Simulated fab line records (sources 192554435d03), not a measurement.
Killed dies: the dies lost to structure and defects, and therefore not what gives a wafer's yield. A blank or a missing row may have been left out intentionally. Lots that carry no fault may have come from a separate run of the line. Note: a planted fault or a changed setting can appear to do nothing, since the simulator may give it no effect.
One fault through the eyes of 2 desks | flow n5-finfet | what lay behind the numbers comes last; until then each desk has only its own

THE METROLOGY DESK
Means of the sampled wafers that have a number, per lot and without regard to the tool the lot ran on: this is what the gauges read. A lot is out of limits, marked OUT, if its mean lies more than 4 standard deviations from the usual mean; the brackets give that distance. Readings shown: 7 out of 12 (the first out of limits, and those lying furthest out on some lot).
Columns: A = thk-nm at N5_STI_FIN_REVEAL_THK_MEAS_05, usual 132.2 nm; B = trench-depth-nm at N5_STI_FIN_REVEAL_FIN_H_MEAS_10, usual 52.0 nm; C = DIBL_P at N5_BEOL_M4_RC_MEAS_101, usual 36.0 mV/V; D = ION_N at N5_BEOL_M4_RC_MEAS_101, usual 672 uA/um; E = ION_P at N5_BEOL_M4_RC_MEAS_101, usual 461 uA/um; F = VT_N at N5_BEOL_M4_RC_MEAS_101, usual 250.4 mV; G = VT_P at N5_BEOL_M4_RC_MEAS_101, usual -251.0 mV
lot  | first seen here | A     | B               | C    | D   | E              | F     | G
L513 | day 4 15:13     | 131.6 | 52.8            | 36.6 | 675 | 467            | 250.4 | -249.5
L516 | day 5 08:32     | 131.9 | 51.9            | 35.8 | 671 | 462            | 248.1 | -253.0
L519 | day 6 07:08     | 134.8 | 52.8            | 37.0 | 679 | 464            | 248.8 | -253.5
L521 | day 6 15:14     | 133.6 | 54.4            | 37.1 | 699 | 479            | 251.8 | -254.7
L522 | day 6 22:32     | 132.0 | 54.9            | 38.1 | 709 | 489 (+4.0) OUT | 246.2 | -247.5
L523 | day 7 06:31     | 131.8 | 54.1            | 35.2 | 700 | 483            | 248.4 | -250.8
L524 | day 7 11:25     | 133.3 | 55.2 (+4.3) OUT | 36.1 | 704 | 484            | 248.0 | -248.1
L525 | day 7 14:55     | 133.4 | 51.5            | 33.1 | 668 | 463            | 253.0 | -251.0
L527 | day 8 11:55     | 132.5 | 51.4            | 35.7 | 669 | 458            | 249.6 | -249.7
This desk's verdict: out of limits on L522, L524, starting with L524 at day 7 14:43 (trench-depth-nm at N5_STI_FIN_REVEAL_FIN_H_MEAS_10). In limits: L513, L516, L519, L521, L523, L525, L527.

THE TOOL OWNER'S DESK: vapor-etch-01
The tool's own readings at N5_STI_FIN_REVEAL_RECESS_09 (chemistry HF/NH3, target SiO2, afs cycles 11, target depth 42.5 nm, sublimation time 60 s): means of the sampled wafers that have a number, for each lot that ran on this tool. A lot is out of limits, marked OUT, if its mean lies more than 4 standard deviations from the usual mean; the brackets give that distance.
Columns: A = drypump-motor-current-A at N5_STI_FIN_REVEAL_RECESS_09, usual 5.60 A; B = sublimation-temp-c at N5_STI_FIN_REVEAL_RECESS_09, usual 180.00 C; C = temp-c at N5_STI_FIN_REVEAL_RECESS_09, usual 30.02 C
lot  | first seen here | A    | B      | C
L513 | day 4 16:17     | 5.53 | 180.14 | 29.96
L516 | day 5 09:57     | 5.73 | 180.00 | 30.01
L519 | day 6 07:38     | 5.76 | 179.92 | 30.05
L521 | day 6 15:44     | 5.74 | 179.90 | 28.05 (-18) OUT
L522 | day 6 23:02     | 5.52 | 179.98 | 28.05 (-18) OUT
L523 | day 7 07:00     | 5.74 | 180.02 | 28.22 (-16) OUT
L524 | day 7 11:58     | 5.76 | 180.02 | 28.07 (-18) OUT
This desk's verdict: out of limits on L521, L522, L523, L524, starting with L521 at day 6 15:44 (temp-c at N5_STI_FIN_REVEAL_RECESS_09). In limits: L513, L516, L519.

BROUGHT TOGETHER
The tool owner's desk had the chance to raise an alarm at day 6 15:44 on L521, L522, L523, L524.
The metrology desk could have raised an alarm at day 7 14:43, on L522, L524.
The metrology desk has L521, L523 on record, within its limits.
Every lot named ran N5_STI_FIN_REVEAL_RECESS_09 on vapor-etch-01.

WHAT THE SIMULATOR HAD INSERTED
Drift in process parameters on vapor-etch-01 at N5_STI_FIN_REVEAL_RECESS_09, starting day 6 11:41. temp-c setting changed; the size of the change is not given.
Struck lots among those shown: L521, L522, L523, L524.
Time in hours from fault onset to the first out-of-limits reading at each desk: tool owner's desk 4, metrology desk 27.
